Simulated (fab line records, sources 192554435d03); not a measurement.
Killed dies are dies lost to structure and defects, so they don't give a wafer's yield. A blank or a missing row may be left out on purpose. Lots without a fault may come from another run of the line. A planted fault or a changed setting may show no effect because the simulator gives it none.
Split-lot experiment | flow n5_finfet | 7 lots, 21 wafers read, on a route of 1938 steps

THE SPLIT
At N5_PASSIVATION_EXPOSE_27 (exposes mask PAD, defocus 0 nm), the setting dose_mj was moved away from the recipe's 32.3 on 10 of the 21 wafers read, by -6.6% to +7.1%. The other wafers ran this setting at the recipe's value.

FROM THE SPLIT TO THE READING: what the file shows between them, 3 steps
- N5_PASSIVATION_PEB_28
- N5_PASSIVATION_DEVELOP_29: develop time 60 s
- N5_PASSIVATION_HARDBAKE_31: time 120 s

THE READING
cd_nm, in nm, at N5_PASSIVATION_CD_MEAS_30 (target cd 4000 nm). Fault-free wafers of this fab line usually give 3999.4 nm, standard deviation 1.9 nm.

wafer  | tool, chamber at the split | dose_mj as run | against the recipe | cd_nm, nm | against lot-mates on the recipe
L074.2 | krf_scanner-01, 0          | 34.27          | +6.1%              | 4008.5    | +11.3
L074.3 | krf_scanner-01, 0          | 34.27          | +6.1%              | 4010.3    | +13.1
L074.4 | krf_scanner-01, 0          | 32.3           | recipe             | 3997.2    | -
L080.2 | krf_scanner-01, 0          | 32.3           | recipe             | 4001.2    | -
L080.3 | krf_scanner-01, 0          | 32.3           | recipe             | 4002.2    | -
L080.6 | krf_scanner-01, 0          | 31.41          | -2.8%              | 3997.7    | -4.0
L082.4 | krf_scanner-02, 0          | 32.3           | recipe             | 3998.4    | -
L082.5 | krf_scanner-02, 0          | 30.18          | -6.6%              | 3987.7    | -11.9
L082.6 | krf_scanner-02, 0          | 32.3           | recipe             | 4000.7    | -
L086.1 | krf_scanner-01, 0          | 32.3           | recipe             | 3999.9    | -
L086.4 | krf_scanner-01, 0          | 32.3           | recipe             | 4001.6    | -
L086.5 | krf_scanner-01, 0          | 32.3           | recipe             | 3999.4    | -
L089.1 | krf_scanner-02, 0          | 34.6           | +7.1%              | 4012.1    | +13.7
L089.4 | krf_scanner-02, 0          | 34.6           | +7.1%              | 4010.8    | +12.4
L089.6 | krf_scanner-02, 0          | 32.3           | recipe             | 3998.4    | -
L091.1 | krf_scanner-02, 0          | 33.54          | +3.8%              | 4007.0    | +6.9
L091.4 | krf_scanner-02, 0          | 33.54          | +3.8%              | 4010.8    | +10.7
L091.6 | krf_scanner-02, 0          | 32.3           | recipe             | 4000.1    | -
L093.3 | krf_scanner-01, 0          | 32.3           | recipe             | 3998.8    | -
L093.4 | krf_scanner-01, 0          | 30.91          | -4.3%              | 3990.4    | -8.4
L093.6 | krf_scanner-01, 0          | 30.91          | -4.3%              | 3990.4    | -8.4

THE FIT
A straight line over all 21 wafers: cd_nm changes by +1.77 nm for each +1% of dose_mj; r = +0.97; the points scatter about the line by 1.8 nm.
The same after taking each lot's own level away (the mean of its wafers on the recipe; 21 wafers): +1.91 nm for each +1%; r = +0.99; scatter 1.1 nm.
On that fit, the largest move of dose_mj shifts the reading by 14 nm.
The lots' own levels span 3997.20 to 4001.70 nm, that is 2.4 times the standard deviation above.
So the lot-to-lot level changes the slope little: the two slopes agree.
Check: with one of the wafers moved furthest among these (+7.1%) left out of the fit, the line predicts +13.8 nm for it against its lot-mates. It came out at +13.7 nm against them.

OTHER SPLITS ON THESE WAFERS
These wafers also went through other splits before the reading. Each is held against what the fit with the lots' levels taken away leaves over:
other split on the same wafers   | wafers away from the commonest value | r with cd_nm (lot level and that fit taken away)
N5_PASSIVATION_EXPOSE_07 dose_mj | 2                                    | +0.06

THE FILE'S OWN FIT
cd_nm changes by +1.9 nm for each +1% of dose_mj, r = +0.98.
